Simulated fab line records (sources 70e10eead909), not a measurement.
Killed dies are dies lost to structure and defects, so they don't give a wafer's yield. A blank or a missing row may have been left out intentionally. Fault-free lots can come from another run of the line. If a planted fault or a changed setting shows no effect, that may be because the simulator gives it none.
Problem report, 8D (eight disciplines) form, completed by code + flow nand_harc + the parts of the form that need people (team, actions taken, sign-off) are left out

1. WHAT IS WRONG
Wafers without a fault read 49 s, standard deviation 3.2; time_to_endpoint_s at NHARC_A_SGD_CUT_CMP_21 reads a mean of 98 s on 4 wafers belonging to 2 lots. That is +15 standard deviations from the usual mean.
The step: polishes, target thk 148.19 nm.
Earliest sighting: wafer L450.4 on cmp-04 at day 27 10:32. At this step, 18 wafers from 6 lots have a number in the record. The rule behind "out" and "out of limits": a value lying over 4 standard deviations away from the usual mean. All remaining wafers that have a number are taken as sound.

2. WHAT IT IS, AND WHAT IT ISN'T
| question                    | is                             | is not                                                             |
|-----------------------------|--------------------------------|--------------------------------------------------------------------|
| which readings at this step | time_to_endpoint_s             | motor_current_A                                                    |
| which lots                  | L450, L452                     | L435, L437, L446, L447                                             |
| which wafers of those lots  | L450.1, L450.4, L452.1, L452.4 | L450.5, L452.5                                                     |
| read on which tools         | cmp-04                         | cmp-03                                                             |
| when                        | from day 27 10:32              | up to then (13 sound wafers); but 1 sound wafer of L452 came after |

3. WHAT RULES OUT EACH SUSPECT
Counting: a tool at a process step up to the reading stays a suspect if it ran every lot that is out. Sound lots after the first of them don't rule it out here, since some wafers of a struck lot are sound.
- cmp-04 at NHARC_A_SGD_CUT_CMP_21 (polishes, target thk 148.19 nm): kept. Every lot that is out went through it, the first being L450 (day 27 10:32); the last sound lot it ran before that was L447 (day 25 17:53). On those wafers its own readings are out: time_to_endpoint_s.
Left after counting: cmp-04 at NHARC_A_SGD_CUT_CMP_21.

4. THE CAUSE (what the simulator had put in)
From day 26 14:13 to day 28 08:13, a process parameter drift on cmp-04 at NHARC_A_SGD_CUT_CMP_21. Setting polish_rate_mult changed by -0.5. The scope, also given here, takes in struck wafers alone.
After counting, this tool was the only one left.

5. THE CHAIN OF EFFECTS, in route order
One row per reading whose mean, taken over the struck wafers that have a number, lies over 3 standard deviations from the usual. Only readings for which the record gives a usual standard deviation are gone through. hours: the time from each lot's start at the first step in this table that gives one to its start at this step, as a median over the lots. sigmas: the change in usual standard deviations.
| hours | step                   | reading            | usual | on struck wafers | change | sigmas |
|-------|------------------------|--------------------|-------|------------------|--------|--------|
| 0     | NHARC_A_SGD_CUT_CMP_21 | time_to_endpoint_s | 49 s  | 98               | +48    | +15    |
It contains these process steps:
- NHARC_A_SGD_CUT_CMP_21: polishes, target thk 148.19 nm.
Later steps that measure or inspect, where all struck wafers having a row at the step show a number for every such reading and not one has moved that far: NHARC_A_SGD_CUT_THK_MEAS_22.

6. WHAT WOULD HAVE CAUGHT IT SOONER
20 hours passed between the start of the fault at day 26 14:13 and the first reading out of limits in this record, taken at day 27 10:32.
